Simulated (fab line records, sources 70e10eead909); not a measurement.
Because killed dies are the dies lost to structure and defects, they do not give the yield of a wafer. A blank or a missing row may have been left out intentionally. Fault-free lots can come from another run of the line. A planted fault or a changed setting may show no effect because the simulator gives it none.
fab line records :: flow nand-harc
record:
  lots: 5
  wafers: 14
  last-day: 23
route steps=1159 shown A_SGD_CUT@769 A_SLIT@779 A_SIN_REMOVE@804 A_WL_FILL@809 END@1159
lots untouched by any fault: they come from a run of this same line in which no faults occurred
start-h: the number of hours between the record's first day and the start of the first shown wafer of the lot :: wait-h: time in hours since the lot's previous step :: " the same as in the row above :: L1.1+2: a row that stands for several wafers :: - either no value or no given start :: * or withheld: withheld :: < > ~ a bound
route shown NAME@n: a module of which the file shows steps, and the number in the route of the first :: usual: mean/standard deviation of fault-free wafers :: same: alike in all rows :: chamber/n: place in a boat :: sites: readings site by site :: _std_site: standard deviation of those values :: _edge_site: inner sites' mean taken away from outer sites' mean :: radius-mm: for every site, how far away it sits from the centre of the wafer :: mask NAME#n: copy n :: behind: the tool/chamber that last shaped the wafer :: hold: why the lot went on hold/how many hours it stayed there/how the hold came to an end :: device: which transistor (n, p or np) failed to switch :: end of line: tests of these same wafers at the route's end :: a step with no rows: only its recipe :: killed: the dies lost at the first sort to structure and to defects; this is not the yield of the wafer :: map: the dies of a wafer, with x for killed, . for not killed, _ for no die there
set.NAME: the setting the step ran with; set.NAME@STEP: the setting that earlier step ran with :: model.NAME: the simulator's own value behind a step, which no gauge read
lots at some steps of the route; a table a step, a row a wafer
services: the hour from which a tool's chamber was out of use, counted from the record's first day as start-h (under 0 if before that day), plus the number of hours and why
== steps ==
step: NHARC_A_SGD_CUT_SRD_19
step: NHARC_A_SGD_CUT_DEP_20
recipe:
  target-thk-a: 1500
  temp-c: 65
  material: SiO2
step: NHARC_A_SGD_CUT_ANNEAL_27
recipe:
  temp-c: 450
  time-s: 1800
step: NHARC_A_SGD_CUT_CMP_21
recipe:
  target-thk-nm: 148.19
step: NHARC_A_SGD_CUT_SRD_23
step: NHARC_A_SGD_CUT_ETCH_26
recipe:
  target-depth-a: 458
  chemistry: dHF
  material: SiO2
step: NHARC_A_SGD_CUT_ETCHBACK_24
recipe:
  target-depth-a: 500
  over-etch-frac: 0.3
  time-s: 92.857
  ion-energy-ev: 120
  ch3f-flow-sccm: 50
  o2-flow-sccm: 30
  ar-flow-sccm: 200
  rf-w: 500
  bias-w: 100
  chemistry: CH3F/O2
step: NHARC_A_SGD_CUT_STRIP_28
recipe:
  time-s: 20
  o2-flow-sccm: 500
  ar-flow-sccm: 0
  bias-w: 0
  chemistry: O2
step: NHARC_A_SLIT_DEP_25
recipe:
  target-thk-a: 2000
  temp-c: 400
  pressure-torr: 6.5
  rf-w: 900
  teos-flow-sccm: 161.4
  flow-sccm: 2650
  target-thk-nm: 200
  gas: O2
  material: SiO2
step: NHARC_A_SLIT_DEP_00
recipe:
  target-thk-a: 32000
  temp-c: 400
  material: aC
step: NHARC_A_SLIT_DEP_23
recipe:
  target-thk-a: 1000
  target-thk-nm: 100
  temp-c: 400
  pressure-torr: 3.5
  flow-sccm: 200
  rf-w: 350
  material: SiON
usual:
  heater-power-w: 806/75
lot.wafer: L886.1
tool: pecvd-04
chamber: 0
start-h: 336.67
wait-h: 1.7
heater-power-w: 825

lot.wafer: L886.3
tool: pecvd-04
chamber: 1
start-h: 336.67
wait-h: 1.7
heater-power-w: 796

lot.wafer: L886.2
tool: pecvd-04
chamber: 2
start-h: 336.67
wait-h: 1.7
heater-power-w: 943

lot.wafer: L893.1
tool: pecvd-04
chamber: 1
start-h: 368.91
wait-h: 1.7
heater-power-w: 740

lot.wafer: L893.3
tool: pecvd-04
chamber: 2
start-h: 368.91
wait-h: 1.7
heater-power-w: 906

lot.wafer: L893.5
tool: pecvd-04
chamber: 0
start-h: 368.91
wait-h: 1.7
heater-power-w: 844

lot.wafer: L897.3
tool: pecvd-04
chamber: 0
start-h: 394.94
wait-h: 1.0
heater-power-w: 766

lot.wafer: L897.5
tool: pecvd-04
chamber: 1
start-h: 394.94
wait-h: 1.0
heater-power-w: 657

lot.wafer: L897.6
tool: pecvd-04
chamber: 2
start-h: 394.94
wait-h: 1.0
heater-power-w: 936

lot.wafer: L898.5
tool: pecvd-04
chamber: 2
start-h: 395.35
wait-h: 0.5
heater-power-w: 805

lot.wafer: L898.4
tool: pecvd-04
chamber: 0
start-h: 395.35
wait-h: 0.5
heater-power-w: 773

lot.wafer: L902.2
tool: pecvd-04
chamber: 0
start-h: 421.49
wait-h: 1.4
heater-power-w: 771

lot.wafer: L902.4
tool: pecvd-04
chamber: 1
start-h: 421.49
wait-h: 1.4
heater-power-w: 761

lot.wafer: L902.5
tool: pecvd-04
chamber: 0
start-h: 421.49
wait-h: 1.4
heater-power-w: 806
step: NHARC_A_SLIT_DEHYDRATE_01
recipe:
  temp-c: 150
  time-s: 120
step: NHARC_A_SLIT_HMDS_02
recipe:
  time-s: 30
step: NHARC_A_SLIT_COAT_03
recipe:
  spin-rpm: 1500
  resist-thk-nm: 90
step: NHARC_A_SLIT_SOFTBAKE_04
recipe:
  temp-c: 105
  time-s: 55
step: NHARC_A_SLIT_EBR_05
step: NHARC_A_SLIT_EXPOSE_06
recipe:
  na: 1.35
  dose-mj: 60.82
  mask-id: SLIT
step: NHARC_A_SLIT_PEB_07
recipe:
  peb-temp-c: 100
  peb-time-s: 65
step: NHARC_A_SLIT_DEVELOP_08
recipe:
  develop-time-s: 35
  dev-temp-c: 23
step: NHARC_A_SLIT_DESCUM_14
recipe:
  time-s: 3
  o2-flow-sccm: 200
  ar-flow-sccm: 0
  bias-power-w: 0
  chemistry: O2
step: NHARC_A_SLIT_ETCH_24
recipe:
  target-depth-a: 1210
  time-s: 60.5
  cf4-flow-sccm: 100
  chf3-flow-sccm: 30
  ar-flow-sccm: 0
  rf-w: 500
  bias-w: 200
  chemistry: CF4/CHF3
step: NHARC_A_SLIT_ETCH_15
recipe:
  target-depth-a: 32000
  over-etch-frac: 0.3
  time-s: 832
  ion-energy-ev: 150
  o2-flow-sccm: 400
  cos-flow-sccm: 20
  ar-flow-sccm: 0
  rf-w: 500
  bias-w: 300
  chemistry: O2/COS
step: NHARC_A_SLIT_ETCH_17
recipe:
  bias-v: 900
  source-w: withheld
  pressure-mtorr: 20
  ar-flow-sccm: 375
  c4f8-flow-sccm: 83.3
  o2-flow-sccm: 41.7
  time-s: 1687.5
  target-depth-a: 1.01e+05
  chemistry: C4F8/O2/Ar
step: NHARC_A_SLIT_ETCH_26
recipe:
  bias-v: 400
  source-w: 2000
  pressure-mtorr: 25
  time-s: 90
  ar-flow-sccm: 375
  c4f8-flow-sccm: 41.7
  o2-flow-sccm: 83.3
  target-depth-a: 4000
  chemistry: C4F8/O2/Ar
step: NHARC_A_SLIT_STRIP_28
recipe:
  o2-flow-sccm: 400
  cos-flow-sccm: 20
  ar-flow-sccm: 0
  bias-w: 0
  chemistry: O2/COS
step: NHARC_A_SLIT_ETCH_29
recipe:
  target-depth-a: 1000
  overetch-a: 100
  time-s: 55
  ion-energy-ev: 100
  cf4-flow-sccm: 80
  o2-flow-sccm: 20
  ar-flow-sccm: 0
  rf-w: 300
  bias-w: 100
  chemistry: CF4/O2
step: NHARC_A_SLIT_STRIP_18
recipe:
  o2-flow-sccm: 500
  ar-flow-sccm: 0
  bias-w: 0
  chemistry: O2
step: NHARC_A_SLIT_PRECLEAN_19
recipe:
  time-s: *
  temp-c: 50
  bath-age-min: 0
  chemistry: SC1
step: NHARC_A_SLIT_SRD_20
step: NHARC_A_SIN_REMOVE_WET_00
recipe:
  temp-c: 160
  time-s: 15300
  chemistry: H3PO4
step: NHARC_A_SIN_REMOVE_PRECLEAN_01
recipe:
  time-s: *
  temp-c: 50
  bath-age-min: 0
  chemistry: SC1
step: NHARC_A_SIN_REMOVE_SRD_02
step: NHARC_A_WL_FILL_ALD_00
recipe:
  target-thk-a: 30
  pulse-time-s: 3
  ald-cycles: 30
  temp-c: 300
  material: Al2O3
step: NHARC_A_WL_FILL_RTA_01
recipe:
  temp-c: 1000
  time-s: 5
step: NHARC_END_SORT_01
recipe:
  temp-c: 25
usual:
  killed-at-array: 26/9.9
  killed-at-other: 0.8/1
  killed-at-periphery: 2.8/2.2
  killed-dies: 29/9.9
  killed-open: 3.2/1.8
  killed-short: 2.1/1.4
same:
  gross-dies: 677
lot.wafer: L897.3
tool: prober-02
chamber: 0
start-h: 519.05
wait-h: 3.1
killed-at-array: 664
killed-at-other: 0
killed-at-periphery: 2
killed-dies: 666
killed-open: 4
killed-short: 1

lot.wafer: L897.5
tool: prober-02
chamber: 0
start-h: 520.65
wait-h: 3.7
killed-at-array: 663
killed-at-other: 0
killed-at-periphery: 1
killed-dies: 664
killed-open: 4
killed-short: 1

lot.wafer: L898.5
tool: prober-01
chamber: 0
start-h: 523.14
wait-h: 3.7
killed-at-array: 650
killed-at-other: 1
killed-at-periphery: 1
killed-dies: 652
killed-open: 2
killed-short: 3

lot.wafer: L902.5
tool: prober-01
chamber: 0
start-h: 543.87
wait-h: 3.7
killed-at-array: 664
killed-at-other: 2
killed-at-periphery: 0
killed-dies: 666
killed-open: 1
killed-short: 1
killed by level:class
L897.3 A_SLIT:area-dep=635 A_STAIRCASE:chamber-film-flake=8 A_M1:chamber-film-flake=6 A_SLIT:chamber-film-flake=6 A_CHANNEL_HOLE_D1:chamber-film-flake=5 P_CONTACT:geometric-particle:open=2 A_M0:geometric-particle:open=2 A_ONON_D1:geometric-particle:short=1
L897.5 A_SLIT:area-dep=644 A_CHANNEL_HOLE_D1:chamber-film-flake=5 A_SLIT:chamber-film-flake=5 A_CONTACT:chamber-film-flake=3 A_CHANNEL_FILL_D1:geometric-particle:open=1 A_WL_FILL:geometric-particle:open=1 A_CONTACT:geometric-particle:open=1 A_BLC:geometric-particle:open=1
L898.5 A_SLIT:area-dep=626 A_CHANNEL_HOLE_D1:chamber-film-flake=12 A_STAIRCASE:chamber-film-flake=6 A_CONTACT:chamber-film-flake=2 A_CHANNEL_HOLE_D1:geometric-particle:short=1 A_CHANNEL_FILL_D1:geometric-particle:short=1 A_CHANNEL_FILL_D1:geometric-particle:open=1 A_M0:geometric-particle:open=1
L902.5 A_SLIT:area-dep=635 A_SLIT:chamber-film-flake=13 A_CHANNEL_HOLE_D1:chamber-film-flake=11 A_CONTACT:chamber-film-flake=3 THIN_TSV:chamber-film-flake=2 A_SOURCE_PLATE:geometric-particle:short=1 A_CHANNEL_HOLE_D1:geometric-particle:open=1
map L897.3 (x killed, . not)
____________.____________
_________x.xxxxx_________
_______xxxxxxxx.xx_______
______xxxxxxx.xxx.x______
_____xxxxxxxxxxxxxxx_____
____xx.xxxxxxxxxxxxxx____
____xxxxxxxxxxxxxxxxx____
___xxxxxxxxxxxxxxxxxxx___
___xxxxxxxxxxxxxxxxxxx___
__xxxxxxxxxxxxxxxxxxxxx__
__xxxxxxxxxxxxxxxxxxxxx__
_x.xxxxxxxxxxxxxx.xxxxxx_
_xxxxxxxxxxxxxxxxxxxxxxx_
_xxxxxxxxxxxxxxxxxxxxxxx_
_xxxxxxxxxxxxxxxxxxxxx.x_
_xxxxxxxxxxxxxxxxxxxxxx._
xxxxxxxxxxxxxxxxxxxxxxxxx
xxxxxxxxxxxxxxxxxxxxxxxxx
xxxxxxxxxxxxxxxxxxxxxxxxx
xxxxxxxxxxxxxxxxxxxxxxxxx
xxxxxxxxxxxxxxxxxxxxxxxxx
_xxxxxxxxxxxxxxxxxxxxxxx_
_xxxxxxxxxxxxxxxxxxxxxxx_
_xxxxxxxxxxxxxxxxxxxxxxx_
_xxxxxxxxxxxxxxxxxxxxxxx_
_xxxxxxxxxxxxxxxxxxxxxxx_
__xxxxxxxxxxxxxxxxxxxxx__
__xxxxxxxxxxxxxxxxxxxxx__
___xxxxxxxxxxxxxxxxxxx___
___xxxxxxxxxxxxxxxxxxx___
____xxxxxxxxxxxxxxxxx____
____xxxxxxxxxxxxxxxxx____
_____xxxxxxxxxxxxxxx_____
______xxxxxxxxxxxxx______
_______xxxxxx.xxxx_______
_________xxxxxxx_________
____________x____________
map L898.5 (x killed, . not)
____________x____________
_________xxxxxxx_________
_______xxxxxxxxxxx_______
______xxxxxxxxxxxxx______
_____xxxxxxxxxxxxxxx_____
____xxxxxxxxxxxxxxxxx____
____xxxxxxxxxxxxxxxxx____
___xxxxxxxxxxxxxxxxxxx___
___xxxxxxxxxxxxxxxxxxx___
__xxxxxxxxxxxxx.xxxxxxx__
__xxxxxxxxxx.xxxxxxxxxx__
_xxxxxxxxxxxxxxxxxxxxxxx_
_xxxxxx.xx.xx..xxxxxxxxx_
_xxxxxxxxxxxxxxxxxxxxxxx_
_xxxxxxxxx.xxxxxxxxxxxxx_
_xxxxxxxxxxxxxxx..xxxxxx_
xxxxx.xxx.xxxxxxxxxxxxxxx
xxxxxxxx.xxx.xxxxxxxxxxxx
xxxxxxxxx.xxxxx.xxxxxxxxx
xxxxxxxxxxxxxxxxxxxxxxxxx
xxxxxxxxxxx.xxxx.xxxxxxxx
_xxxxxxxxx...x.xxxxxxxxx_
_xxxxxxxxxxxxxxxxxxxxxxx_
_xxxxxxxxxxxxxx.xxxxxxxx_
_xxxxxxxxxxxxxxxxxxxxxxx_
_xxxxxxxxxxxxxxxxxxxxxxx_
__xxx.xxxxxxxxxxxxxxxxx__
__xxxxxxxxxxxxxxxxxxxxx__
___xxxxxxxxxxx.xxxxxxx___
___xxxxxxxxxxxxxxxxxxx___
____xxxxxxxxxxxxxxxxx____
____xxxxxxxx.xxxxxxxx____
_____xxxxxxxxxxxxxxx_____
______xxxxxxxxxxxxx______
_______xxxxxxxxxxx_______
_________xxxxxxx_________
____________x____________
== services ==
tool: pecvd-04
chamber: 2
start-h: 351.18
hours: 1.9
kind: repair

tool: pecvd-04
chamber: -
start-h: 376.36
hours: 13.0
kind: pm

tool: pecvd-04
chamber: 0
start-h: 376.36
hours: 13.0
kind: vent-cycle

tool: pecvd-04
chamber: 1
start-h: 376.36
hours: 13.0
kind: vent-cycle

tool: pecvd-04
chamber: 2
start-h: 376.36
hours: 13.0
kind: vent-cycle

tool: pecvd-04
chamber: 0
start-h: 389.36
hours: -
kind: clean

tool: pecvd-04
chamber: 1
start-h: 389.36
hours: -
kind: clean

tool: pecvd-04
chamber: 2
start-h: 389.36
hours: -
kind: clean

tool: pecvd-04
chamber: 1
start-h: 400.73
hours: 6.5
kind: repair
== key ==
first-sign:
  step: NHARC_END_SORT_01
  reading: killed-at-array
  direction: up
  sigmas: 64
  usual: 26
  struck: 660
effect:
  step: NHARC_END_SORT_01
  reading: killed-dies
  direction: up
  sigmas: 64
  usual: 29
  struck: 662
more-kills-born-at:
  NHARC_A_SLIT_DEP_23@pecvd-04: 2540
met-at NHARC_A_SLIT_DEP_23
struck-wafers L897.3,L897.5,L898.5,L902.5
later-rows-left-out L897.3,L897.5,L898.5,L902.5
tester-left-out L897,L898,L902
onset-between 368.91 394.94
fault:
  kind: process-parameter-drift
  tool: pecvd-04
  chamber: -
  onset-h: 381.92
  steps: NHARC_A_SLIT_DEP_23
  channel: target-thk-a
  offset: *
  shape: step
  end-h: 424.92
  scope: struck-wafers-only
  acts-in: *
  stated: *
tester-left-out: of these lots the tester's yield and bins aren't shown, on N5 and GAA mostly nor the transistor test; their killed dies are dies lost to structure and defects alone, not to doping, threshold or leakage, so they don't give the yield
later-rows-left-out: the simulator's readings of these wafers behind a module that went badly wrong aren't trusted and aren't shown, but for the sort
